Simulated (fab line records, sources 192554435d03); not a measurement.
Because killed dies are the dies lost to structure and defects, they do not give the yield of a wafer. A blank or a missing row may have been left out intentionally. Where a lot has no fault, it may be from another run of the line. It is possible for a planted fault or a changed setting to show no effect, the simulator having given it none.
fab line records | flow n5-finfet
record lots=6 | wafers=16 | last-day=17
route steps=1938 shown BEOL_M11@1561 PASSIVATION@1936
lots untouched by any fault: they come from a run of this same line in which no faults occurred
start-h: hours from the record's opening day to when the first of the lot's shown wafers began | wait-h: how many hours have passed since the lot's step before this one | " the same as in the row above | L1.1+2: several wafers, shown together as one row | - either no value or no given start | * or withheld: withheld | < > ~ a bound
route shown NAME@n: names a module that has steps shown in the file, with the first one's number in the route | usual: mean/standard deviation of fault-free wafers | same: alike in all rows | chamber/n: place in a boat | sites: each site's reading | _std_site: the standard deviation of these | _edge_site: outer sites' mean less inner sites' | radius-mm: how far each site lies from the wafer's centre | mask NAME#n: copy n | behind: the last tool/chamber to shape the wafer | hold: why the lot went on hold/how many hours it stayed there/how the hold came to an end | device: which transistor (n, p or np) failed to switch | end of line: at the end of the route, the tests of the same wafers | a step with no rows: only its recipe | killed: at the first sort, the dies lost to defects and structure; wafer yield is something else | map: the dies of a wafer, with x for killed, . for not killed, _ for no die there
set.NAME: setting as actually run; set.NAME@STEP: the setting as run at that earlier step | model.NAME: the simulator's own value behind a step, which no gauge read
lots at some steps of the route; a table a step, a row a wafer
services: the hour from which a tool's chamber was out of use, counted from the record's first day as start-h (under 0 if before that day), plus the number of hours and why
## steps
# step N5_BEOL_M11_COAT_64
# recipe resist=SiARC | temp-c=220 | time-s=60 | spin-rpm=1500 | resist-thk-nm=30
# step N5_BEOL_M11_COAT_22
# recipe resist=CAR-ArF | spin-rpm=1500 | resist-thk-nm=90
# step N5_BEOL_M11_EBR_24
# recipe solvent=PGMEA | ebr-width-mm=1.5
# step N5_BEOL_M11_SOFTBAKE_23
# recipe temp-c=110 | time-s=60 | resist=CAR-ArF
# step N5_BEOL_M11_EXPOSE_25
# recipe mask-id=V10 | na=1.35 | source-shape=annular | sigma-inner=0.5 | sigma-outer=0.8 | polarization=unpolarized | dose-mj=85.5
# step N5_BEOL_M11_PEB_26
# recipe peb-temp-c=withheld | peb-time-s=60 | resist=CAR-ArF
# step N5_BEOL_M11_DEVELOP_27
# recipe develop-time-s=30 | developer=TMAH | resist=CAR-ArF | rinse-liquid=diw | dry=air-spin | dev-temp-c=23
# step N5_BEOL_M11_CD_MEAS_28
# recipe target-cd-nm=70 | landing-energy-ev=500 | detector=se-inlens | polarity=opening
# usual cd-nm=70.0/0.86
lot.wafer | tool      | chamber | start-h | wait-h | cd-nm
L616.1    | cd-sem-02 | 0       | 231.87  | -      | 69.3
L616.2    | "         | 0       | "       | "      | 71.1
L616.3    | "         | 0       | "       | "      | 70.5
L621.1    | cd-sem-01 | 0       | 275.51  | -      | 68.9
L621.2    | "         | 0       | "       | "      | 69.7
L621.6    | "         | 0       | "       | "      | 69.0
L625.2    | cd-sem-01 | 0       | 301.49  | -      | 69.5
L625.6    | "         | 0       | "       | "      | 69.7
L628.1    | cd-sem-03 | 0       | 309.74  | -      | 69.9
L628.2    | "         | 0       | "       | "      | 70.8
L634.4    | cd-sem-03 | 0       | 349.42  | -      | 72.0
L634.5    | "         | 0       | "       | "      | 71.6
L634.6    | "         | 0       | "       | "      | 70.6
L639.1    | cd-sem-02 | 0       | 377.01  | -      | 70.0
L639.3    | "         | 0       | "       | "      | 70.9
L639.6    | "         | 0       | "       | "      | 70.4
# step N5_BEOL_M11_OVL_MEAS_29
# recipe points-per-wafer=44
# usual V10_OVL=-0.3/0.76
lot.wafer | tool       | chamber | start-h | wait-h | V10_OVL[nm]
L616.1    | overlay-02 | 0       | 231.90  | 0.0    | -0.2
L616.2    | "          | 0       | "       | "      | -0.5
L616.3    | "          | 0       | "       | "      | -1.0
L621.1    | overlay-02 | 0       | 275.54  | 0.0    | 0.3
L621.2    | "          | 0       | "       | "      | 0.0
L621.6    | "          | 0       | "       | "      | 0.4
L625.2    | overlay-01 | 0       | 301.52  | 0.0    | -0.7
L625.6    | "          | 0       | "       | "      | -0.5
L628.1    | overlay-02 | 0       | 309.77  | 0.0    | -0.4
L628.2    | "          | 0       | "       | "      | -1.6
L634.4    | overlay-02 | 0       | 349.45  | 0.0    | -0.9
L634.5    | "          | 0       | "       | "      | -0.5
L634.6    | "          | 0       | "       | "      | 0.1
L639.1    | overlay-02 | 0       | 377.05  | 0.0    | -0.6
L639.3    | "          | 0       | "       | "      | 0.8
L639.6    | "          | 0       | "       | "      | -0.7
# step N5_BEOL_M11_INSPECT_30
# recipe mode=adi | inspect-instrument=brightfield
# usual raw-defect-count=375/78
lot.wafer | tool              | chamber | start-h | wait-h | raw-defect-count
L616.1    | defect-inspect-01 | -       | 231.93  | 0.0    | 256
L616.2    | "                 | -       | "       | "      | 324
L616.3    | "                 | -       | "       | "      | 359
L621.1    | defect-inspect-01 | -       | 275.57  | 0.0    | 287
L621.2    | "                 | -       | "       | "      | 368
L621.6    | "                 | -       | "       | "      | 471
L625.2    | defect-inspect-02 | -       | 301.55  | 0.0    | 353
L625.6    | "                 | -       | "       | "      | 452
L628.1    | defect-inspect-02 | -       | 309.80  | 0.0    | 530
L628.2    | "                 | -       | "       | "      | 416
L634.4    | defect-inspect-01 | -       | 349.47  | 0.0    | 284
L634.5    | "                 | -       | "       | "      | 371
L634.6    | "                 | -       | "       | "      | 372
L639.1    | defect-inspect-01 | -       | 377.08  | 0.0    | 334
L639.3    | "                 | -       | "       | "      | 309
L639.6    | "                 | -       | "       | "      | 299
# step N5_BEOL_M11_DESCUM_33
# recipe chemistry=O2 | time-s=7.9 | source-power-w=50 | bias-power-w=20 | pressure-mtorr=20 | rf-frequency-hz=2.712e+07 | temp-c=40 | resist=CAR-ArF | o2-flow-sccm=225
# usual drypump-motor-current-A=5.7/0.34 | oes-product-au=0.82/0.099 | rf-vpp-V=243.2/1.3 | showerhead-plenum-p-Torr=2.10/0.054 | throttle-valve-pct=20.29/0.17
lot.wafer | tool        | chamber | start-h | wait-h | drypump-motor-current-A | oes-product-au | rf-hours-counter-h | rf-vpp-V | showerhead-plenum-p-Torr | throttle-valve-pct
L616.1    | rie-diel-04 | 2       | 231.96  | 0.0    | 6.2                     | 0.86           | 43                 | 240.5    | 2.06                     | 19.94
L616.2    | "           | 0       | "       | "      | 5.6                     | 1.00           | 1                  | 242.7    | 2.14                     | 20.17
L616.3    | "           | 1       | "       | "      | 6.3                     | 0.68           | 242                | 244.7    | 2.15                     | 20.64
L621.1    | rie-diel-05 | 1       | 275.60  | 0.0    | 5.2                     | 0.73           | 173                | 243.8    | 2.10                     | 20.28
L621.2    | "           | 2       | "       | "      | 5.9                     | 0.70           | 241                | 241.9    | 2.07                     | 20.48
L621.6    | "           | 1       | "       | "      | 5.2                     | 0.73           | -                  | 243.3    | 2.10                     | 20.27
L625.2    | rie-diel-04 | 0       | 301.58  | 0.0    | 5.6                     | 0.92           | 27                 | 243.6    | 2.14                     | 20.21
L625.6    | "           | 1       | "       | "      | 6.3                     | 0.98           | -                  | 243.2    | 2.14                     | 20.26
L628.1    | rie-diel-04 | 3       | 310.60  | 0.8    | 5.9                     | 0.87           | 36                 | 244.6    | 2.12                     | 20.20
L628.2    | "           | 2       | "       | "      | 6.2                     | 0.81           | 72                 | 240.9    | 2.05                     | 20.01
L634.4    | rie-diel-05 | 0       | 349.52  | 0.0    | 5.4                     | 0.83           | -                  | 245.6    | 2.22                     | 20.45
L634.5    | "           | 2       | "       | "      | 5.9                     | 0.97           | -                  | 241.6    | 2.07                     | 20.20
L634.6    | "           | 1       | "       | "      | 5.2                     | 0.70           | -                  | 241.8    | 2.09                     | 20.31
L639.1    | rie-diel-05 | 1       | 377.11  | 0.0    | 5.2                     | 0.70           | 203                | 244.0    | 2.09                     | 20.31
L639.3    | "           | 3       | "       | "      | 5.6                     | 0.98           | 3                  | 241.8    | 2.07                     | 20.20
L639.6    | "           | 2       | "       | "      | 5.9                     | 0.93           | -                  | 241.3    | 2.06                     | 20.19
# step N5_BEOL_M11_ETCH_65
# recipe chemistry=CF4 | target=SiARC | target-depth-a=390 | mask-material=CAR-ArF | time-s=65 | ion-energy-ev=80 | pressure-mtorr=40 | source-w=545 | bias-w=36 | Ar_flow_sccm=100 | cf4-flow-sccm=100 | ends=cleared
# usual drypump-motor-current-A=5.7/0.34 | etch-rf-on-time-s=64.8/1.7 | oes-product-au=0.71/0.083 | rf-vpp-V=184.1/1.1 | showerhead-plenum-p-Torr=2.15/0.062 | throttle-valve-pct=15.47/0.2
lot.wafer | tool        | chamber | start-h | wait-h | drypump-motor-current-A | etch-rf-on-time-s | oes-product-au | rf-hours-counter-h | rf-vpp-V | showerhead-plenum-p-Torr | throttle-valve-pct
L616.1    | rie-diel-04 | 2       | 232.00  | 0.0    | 6.2                     | 63.1              | 0.75           | 43                 | 185.6    | 2.08                     | 15.03
L616.2    | "           | 0       | "       | "      | 5.6                     | 65.0              | 0.84           | 1                  | 184.7    | 2.20                     | 15.33
L616.3    | "           | 1       | "       | "      | 6.3                     | 64.8              | 0.58           | 242                | 184.8    | 2.20                     | 15.91
L621.1    | rie-diel-05 | 1       | 275.64  | 0.0    | 5.2                     | 64.8              | 0.63           | 173                | 185.9    | 2.13                     | 15.44
L621.2    | "           | 2       | "       | "      | 5.9                     | 66.1              | 0.59           | 241                | 183.2    | 2.11                     | 15.70
L621.6    | "           | 1       | "       | "      | 5.2                     | 65.5              | 0.63           | -                  | 184.6    | 2.13                     | 15.40
L625.2    | rie-diel-04 | 0       | 301.62  | 0.0    | 5.6                     | 64.7              | 0.77           | 27                 | 184.2    | 2.19                     | 15.37
L625.6    | "           | 1       | "       | "      | 6.2                     | 62.4              | 0.85           | -                  | 184.1    | 2.19                     | 15.43
L628.1    | rie-diel-04 | 3       | 310.63  | 0.0    | 5.9                     | 65.6              | 0.74           | 36                 | 185.7    | 2.19                     | 15.49
L628.2    | "           | 2       | "       | "      | 6.2                     | 63.7              | 0.70           | 72                 | 183.7    | 2.07                     | 15.08
L634.4    | rie-diel-05 | 0       | 349.57  | 0.0    | 5.4                     | 64.4              | 0.72           | -                  | 185.9    | 2.27                     | 15.61
L634.5    | "           | 2       | "       | "      | 5.9                     | 66.2              | 0.82           | -                  | 185.0    | 2.11                     | 15.26
L634.6    | "           | 1       | "       | "      | 5.3                     | 64.7              | 0.61           | -                  | 184.7    | 2.12                     | 15.46
L639.1    | rie-diel-05 | 1       | 377.15  | 0.0    | 5.3                     | 64.3              | 0.61           | 203                | 183.1    | 2.12                     | 15.48
L639.3    | "           | 3       | "       | "      | 5.6                     | 67.2              | 0.82           | 3                  | 182.3    | 2.11                     | 15.33
L639.6    | "           | 2       | "       | "      | 5.9                     | 66.0              | 0.78           | -                  | 183.6    | 2.11                     | 15.29
# step N5_BEOL_M11_ETCH_66
# recipe chemistry=N2/H2 | target=SOC | target-depth-a=1200 | overetch-a=240 | mask-material=SiARC | temp-c=40 | time-s=180 | ion-energy-ev=200 | pressure-mtorr=30 | source-w=840 | bias-w=150 | n2-flow-sccm=200 | h2-flow-sccm=200
# usual drypump-motor-current-A=5.7/0.34 | n2-flow-sccm=200.0/0.57 | oes-product-au=0.67/0.074 | rf-vpp-V=524.1/2.1 | run-length-s=203.5/0.51 | showerhead-plenum-p-Torr=2.55/0.069 | throttle-valve-pct=17.67/0.15
lot.wafer | tool        | chamber | start-h | wait-h | drypump-motor-current-A | n2-flow-sccm | oes-product-au | rf-hours-counter-h | rf-vpp-V | run-length-s | showerhead-plenum-p-Torr | throttle-valve-pct | model.SiARC_of_BEOL_M11_COAT_64.thk-nm
L616.1    | rie-diel-04 | 2       | 232.05  | 0.0    | 6.2                     | 200.1        | 0.69           | 43                 | 522.9    | 202.8        | 2.49                     | 17.32              | 22.4
L616.2    | "           | 0       | "       | "      | 5.6                     | 199.9        | 0.80           | 1                  | 525.7    | 203.6        | 2.62                     | 17.58              | 23
L616.3    | "           | 1       | "       | "      | 6.3                     | 199.3        | 0.56           | 242                | 526.3    | 204.3        | 2.60                     | 17.97              | 22.6
L621.1    | rie-diel-05 | 1       | 275.69  | 0.0    | 5.2                     | 200.7        | 0.59           | 173                | 523.0    | 203.5        | 2.54                     | 17.63              | 22.8
L621.2    | "           | 2       | "       | "      | 5.8                     | 199.9        | 0.57           | 241                | 523.1    | 202.5        | 2.51                     | 17.89              | 23
L621.6    | "           | 1       | "       | "      | 5.2                     | 199.5        | 0.59           | -                  | 523.1    | 203.2        | 2.54                     | 17.65              | 22.8
L625.2    | rie-diel-04 | 0       | 301.67  | 0.0    | 5.6                     | 200.6        | 0.74           | 27                 | 525.5    | 203.8        | 2.61                     | 17.64              | 23.2
L625.6    | "           | 1       | "       | "      | 6.3                     | 200.6        | 0.85           | -                  | 525.0    | 190.6        | 2.59                     | 17.55              | 23
L628.1    | rie-diel-04 | 3       | 310.68  | 0.0    | 5.9                     | 200.6        | 0.77           | 36                 | 524.5    | 189.7        | 2.60                     | 17.75              | 23.4
L628.2    | "           | 2       | "       | "      | 6.2                     | 201.7        | 0.65           | 72                 | 521.3    | 202.9        | 2.47                     | 17.40              | 22.6
L634.4    | rie-diel-05 | 0       | 349.65  | 0.1    | 5.4                     | 200.8        | 0.68           | -                  | 527.5    | 203.3        | 2.69                     | 17.73              | 22.8
L634.5    | "           | 2       | "       | "      | 5.9                     | 200.3        | 0.79           | -                  | 523.5    | 202.6        | 2.50                     | 17.52              | 23
L634.6    | "           | 1       | "       | "      | 5.2                     | 199.8        | 0.58           | -                  | 522.0    | 203.4        | 2.53                     | 17.68              | 22.8
L639.1    | rie-diel-05 | 1       | 377.20  | 0.0    | 5.2                     | 200.1        | 0.58           | 203                | 524.2    | 203.6        | 2.53                     | 17.70              | 22.8
L639.3    | "           | 3       | "       | "      | 5.6                     | 199.9        | 0.80           | 3                  | 521.3    | 203.8        | 2.50                     | 17.43              | 23
L639.6    | "           | 2       | "       | "      | 5.9                     | 198.9        | 0.75           | -                  | 523.2    | 202.4        | 2.50                     | 17.53              | 23
# step N5_BEOL_M11_STRIP_69
# recipe chemistry=N2/H2 | temp-c=40 | n2-flow-sccm=200 | h2-flow-sccm=200 | rf-frequency-hz=6e+07
# step N5_PASSIVATION_PROBE_49
# usual defect-limited-yield=91.0/1.5 | killed_at_M0_to_M3=33/9.4 | killed_at_M4_up=14/4.8 | killed-at-contacts=13/7.3 | killed-at-front-end=43/13 | killed-at-other=3.6/2.9 | killed-dies=106/18 | killed-on-rim=14/4.2 | killed-open=69/13 | killed-short=35/8.2 | sort_bin_5_function=5.3/1 | sort_bin_6_memory=3.3/0.68 | sort_bin_8_speed=0.01/0.027 | sort-n-pass=1074/18 | sort-yield-pct=91.0/1.5
# same gross-dies=1180 | killed-at-back-side=0 | sort_bin_4_leakage[%]=0
lot.wafer | tool      | chamber | start-h | wait-h | defect-limited-yield[%] | killed_at_M0_to_M3 | killed_at_M4_up | killed-at-contacts | killed-at-front-end | killed-at-other | killed-dies | killed-on-rim | killed-open | killed-short | sort_bin_5_function[%] | sort_bin_6_memory[%] | sort_bin_8_speed[%] | sort-n-pass | sort-yield-pct[%]
L616.1    | prober-02 | -       | 277.08  | 0.2    | 92.2                    | 41                 | 9               | 12                 | 27                  | 3               | 92          | 12            | 55          | 36           | 4.7                    | 2.9                  | 0.08                | 1087        | 92.1
L616.2    | prober-02 | -       | 277.13  | 0.3    | 90.1                    | 42                 | 14              | 18                 | 41                  | 2               | 117         | 15            | 87          | 29           | 5.6                    | 3.8                  | 0                   | 1063        | 90.1
L616.3    | prober-02 | -       | 277.18  | 0.3    | 90.7                    | 30                 | 14              | 25                 | 39                  | 2               | 110         | 11            | 79          | 31           | 5.8                    | 3.3                  | 0                   | 1070        | 90.7
L621.1    | prober-01 | -       | 317.03  | 0.0    | 92.8                    | 20                 | 16              | 2                  | 46                  | 1               | 85          | 9             | 49          | 27           | 3.6                    | 2.6                  | 0                   | 1095        | 92.8
L621.2    | prober-01 | -       | 317.08  | 0.1    | 93.1                    | 24                 | 10              | 4                  | 39                  | 4               | 81          | 10            | 41          | 34           | 3.8                    | 2.4                  | 0                   | 1099        | 93.1
L621.6    | prober-01 | -       | 317.28  | 0.3    | 91.6                    | 46                 | 11              | 2                  | 36                  | 4               | 99          | 18            | 69          | 26           | 4.3                    | 3.6                  | 0                   | 1081        | 91.6
L625.2    | prober-01 | -       | 350.94  | 0.1    | 92.1                    | 28                 | 9               | 11                 | 43                  | 2               | 93          | 8             | 58          | 30           | 4.2                    | 3.0                  | 0.17                | 1085        | 91.9
L625.6    | prober-01 | -       | 351.14  | 0.3    | 89.0                    | 41                 | 12              | 25                 | 51                  | 1               | 130         | 13            | 84          | 44           | 6.7                    | 3.7                  | 0                   | 1050        | 89.0
L628.1    | prober-01 | -       | 356.14  | 0.0    | 88.8                    | 35                 | 30              | 9                  | 55                  | 3               | 132         | 21            | 87          | 42           | 6.3                    | 4.3                  | 0                   | 1048        | 88.8
L628.2    | prober-01 | -       | 356.19  | 0.1    | 90.2                    | 40                 | 18              | 11                 | 47                  | 0               | 116         | 13            | 76          | 39           | 5.3                    | 4.2                  | 0                   | 1064        | 90.2
L634.4    | prober-01 | -       | 390.33  | 0.2    | 91.6                    | 27                 | 9               | 13                 | 48                  | 2               | 99          | 16            | 61          | 37           | 5.3                    | 2.9                  | 0                   | 1081        | 91.6
L634.5    | prober-01 | -       | 390.38  | 0.2    | 91.4                    | 24                 | 18              | 24                 | 32                  | 3               | 101         | 12            | 68          | 32           | 4.5                    | 3.6                  | 0                   | 1079        | 91.4
L634.6    | prober-01 | -       | 390.43  | 0.3    | 92.6                    | 21                 | 9               | 5                  | 49                  | 3               | 87          | 13            | 55          | 31           | 4.3                    | 2.5                  | 0                   | 1093        | 92.6
L639.1    | prober-01 | -       | 415.81  | 0.0    | 89.5                    | 52                 | 17              | 25                 | 25                  | 5               | 124         | 20            | 81          | 38           | 6.4                    | 3.4                  | 0                   | 1056        | 89.5
L639.3    | prober-01 | -       | 415.91  | 0.1    | 87.4                    | 49                 | 18              | 24                 | 55                  | 3               | 149         | 19            | 93          | 54           | 8.1                    | 3.9                  | 0                   | 1031        | 87.4
L639.6    | prober-01 | -       | 416.06  | 0.3    | 90.3                    | 37                 | 14              | 12                 | 42                  | 10              | 115         | 21            | 82          | 33           | 6.4                    | 3.3                  | 0                   | 1065        | 90.3
# killed by level:class
L616.1 BEOL_M0_SAQP:geometric-particle:short=14 MOL_CONTACT_COAG:geometric-particle:open=10 BEOL_M0_SAQP:geometric-particle:open=7 BEOL_M0:geometric-particle:short=5 BEOL_M2:geometric-particle:open=5 FIN_SAQP:geometric-particle:open=4 BEOL_M3:geometric-particle:open=4 STARTING-WAFER:geometric-particle:open=4
L616.2 MOL_CONTACT_COAG:geometric-particle:open=16 BEOL_M3:geometric-particle:open=15 STI_FIN_REVEAL:geometric-particle:open=12 BEOL_M2:geometric-particle:open=8 BEOL_M4:geometric-particle:open=8 DUMMY_GATE:geometric-particle:open=7 BEOL_M0_SAQP:geometric-particle:open=6 BEOL_M0_SAQP:geometric-particle:short=6
L616.3 MOL_CONTACT_COAG:geometric-particle:open=21 STI_FIN_REVEAL:geometric-particle:open=11 DUMMY_GATE:geometric-particle:open=11 BEOL_M2:geometric-particle:open=9 BEOL_M1:geometric-particle:open=6 BEOL_M3:geometric-particle:open=5 BEOL_M4:geometric-particle:open=5 GATE_CUT:geometric-particle:short=4
L621.1 FIN_SAQP:geometric-particle:open=9 HKMG_FIN:area-etch=9 GATE_CUT:geometric-particle:open=6 BEOL_M0_SAQP:geometric-particle:short=5 BEOL_M4:geometric-particle:open=5 ILD0:geometric-particle:short=4 GATE_CUT:geometric-particle:short=4 BEOL_M0_SAQP:geometric-particle:open=4
L621.2 BEOL_M0_SAQP:geometric-particle:short=8 HKMG_FIN:area-etch=6 FIN_SAQP:geometric-particle:short=5 GATE_CUT:geometric-particle:short=5 FIN_SAQP:geometric-particle:open=4 STI_FIN_REVEAL:geometric-particle:open=4 BEOL_M4:geometric-particle:open=4 DUMMY_GATE:geometric-particle:open=4
L621.6 BEOL_M1:geometric-particle:open=18 BEOL_M3:geometric-particle:open=9 FIN_SAQP:geometric-particle:open=8 BEOL_M4:geometric-particle:open=7 BEOL_M2:geometric-particle:open=6 BEOL_M0_SAQP:geometric-particle:open=5 FIN_SAQP:geometric-particle:short=4 GATE_CUT:geometric-particle:open=4
L625.2 FIN_SAQP:geometric-particle:open=10 MOL_CONTACT_COAG:geometric-particle:open=10 FIN_SAQP:geometric-particle:short=9 BEOL_M2:geometric-particle:open=7 STI_FIN_REVEAL:geometric-particle:open=5 BEOL_M0_SAQP:geometric-particle:open=5 GATE_CUT:geometric-particle:short=4 BEOL_M0_SAQP:geometric-particle:short=4
L625.6 MOL_CONTACT_COAG:geometric-particle:open=18 BEOL_M2:geometric-particle:open=17 STI_FIN_REVEAL:geometric-particle:open=16 FIN_SAQP:geometric-particle:short=12 MOL_CONTACT_COAG:geometric-particle:short=7 BEOL_M0_SAQP:geometric-particle:short=7 BEOL_M1:geometric-particle:open=7 FIN_SAQP:geometric-particle:open=6
L628.1 STI_FIN_REVEAL:geometric-particle:open=18 BEOL_M4:geometric-particle:open=14 BEOL_M3:geometric-particle:open=10 FIN_SAQP:geometric-particle:short=9 MOL_CONTACT_COAG:geometric-particle:open=6 FIN_SAQP:geometric-particle:open=5 BEOL_M4:geometric-particle:short=5 BEOL_M1:geometric-particle:open=5
L628.2 FIN_SAQP:geometric-particle:open=14 BEOL_M2:geometric-particle:open=14 GATE_CUT:geometric-particle:short=11 MOL_CONTACT_COAG:geometric-particle:open=11 BEOL_M4:geometric-particle:open=10 BEOL_M3:geometric-particle:open=5 GATE_CUT:geometric-particle:open=5 BEOL_M4:geometric-particle:short=5
L634.4 STI_FIN_REVEAL:geometric-particle:open=15 FIN_SAQP:geometric-particle:short=13 MOL_CONTACT_COAG:geometric-particle:open=11 BEOL_M0_SAQP:geometric-particle:open=10 GATE_CUT:geometric-particle:short=6 BEOL_M0_SAQP:geometric-particle:short=4 BEOL_M0:geometric-particle:open=4 BEOL_M1:geometric-particle:open=4
L634.5 MOL_CONTACT_COAG:geometric-particle:open=18 FIN_SAQP:geometric-particle:open=9 FIN_SAQP:geometric-particle:short=8 BEOL_M0_SAQP:geometric-particle:short=8 BEOL_M0_SAQP:geometric-particle:open=7 MOL_CONTACT_COAG:geometric-particle:short=6 BEOL_M0:geometric-particle:open=6 BEOL_M8:geometric-particle:open=4
L634.6 STI_FIN_REVEAL:geometric-particle:open=26 STI_FIN_REVEAL:geometric-particle:short=8 BEOL_M0_SAQP:geometric-particle:open=5 FIN_SAQP:geometric-particle:short=4 MOL_CONTACT_COAG:geometric-particle:open=4 BEOL_M1:geometric-particle:open=4 ILD0:geometric-particle:short=3 GATE_CUT:geometric-particle:short=3
L639.1 MOL_CONTACT_COAG:geometric-particle:open=19 BEOL_M2:geometric-particle:open=14 BEOL_M3:geometric-particle:open=10 BEOL_M3:geometric-particle:short=7 FIN_SAQP:geometric-particle:open=6 MOL_CONTACT_COAG:geometric-particle:short=6 BEOL_M1:geometric-particle:open=6 BEOL_M4:geometric-particle:open=6
L639.3 FIN_SAQP:geometric-particle:short=20 STI_FIN_REVEAL:geometric-particle:open=17 MOL_CONTACT_COAG:geometric-particle:open=17 BEOL_M3:geometric-particle:open=16 BEOL_M2:geometric-particle:open=8 FIN_SAQP:geometric-particle:open=7 MOL_CONTACT_COAG:geometric-particle:short=7 BEOL_M0_SAQP:geometric-particle:short=7
L639.6 STI_FIN_REVEAL:geometric-particle:open=9 MOL_CONTACT_COAG:geometric-particle:open=9 BEOL_M2:geometric-particle:open=9 BEOL_M3:geometric-particle:open=9 FIN_SAQP:geometric-particle:open=8 BEOL_M4:geometric-particle:open=7 STARTING-WAFER:geometric-particle:open=7 FIN_SAQP:geometric-particle:short=5
## services
tool        | chamber | start-h | hours | kind
rie-diel-04 | 1       | 253.83  | 13.9  | repair
rie-diel-04 | 1       | 274.71  | -     | clean
rie-diel-04 | 1       | 274.71  | -     | consumable-replace:focus-ring
rie-diel-04 | 1       | 274.71  | 15.4  | scheduled-down
rie-diel-04 | 1       | 274.71  | 15.4  | vent-cycle
rie-diel-04 | 3       | 287.19  | 4.6   | repair
rie-diel-05 | -       | 295.90  | 14.6  | pm
rie-diel-05 | 2       | 318.19  | -     | clean
rie-diel-05 | 2       | 318.19  | -     | consumable-replace:focus-ring
rie-diel-05 | 2       | 318.19  | 28.1  | scheduled-down
rie-diel-05 | 2       | 318.19  | 28.1  | vent-cycle
rie-diel-05 | 3       | 346.31  | -     | clean
rie-diel-05 | 3       | 346.31  | -     | consumable-replace:focus-ring
rie-diel-05 | 3       | 346.31  | 18.5  | scheduled-down
rie-diel-05 | 3       | 346.31  | 18.5  | vent-cycle
## key
first-sign step=N5_BEOL_M11_ETCH_66 | reading=run-length-s | direction=down | sigmas=26 | usual=* | struck=*
effect none on later readings
model-effect step=N5_BEOL_M11_ETCH_66 | value=SiARC_of_BEOL_M11_COAT_64.thk-nm | without=22.6 | struck=23.2
met-at N5_BEOL_M11_ETCH_66
struck-wafers L625.6,L628.1
onset-between 232.05 301.67
fault kind=process-parameter-drift | tool=rie-diel-04 | chamber=- | onset-h=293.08 | steps=N5_BEOL_M11_ETCH_66 | channel=time-s | offset=* | shape=step | end-h=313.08 | scope=struck-wafers-only | acts-in=* | stated=*
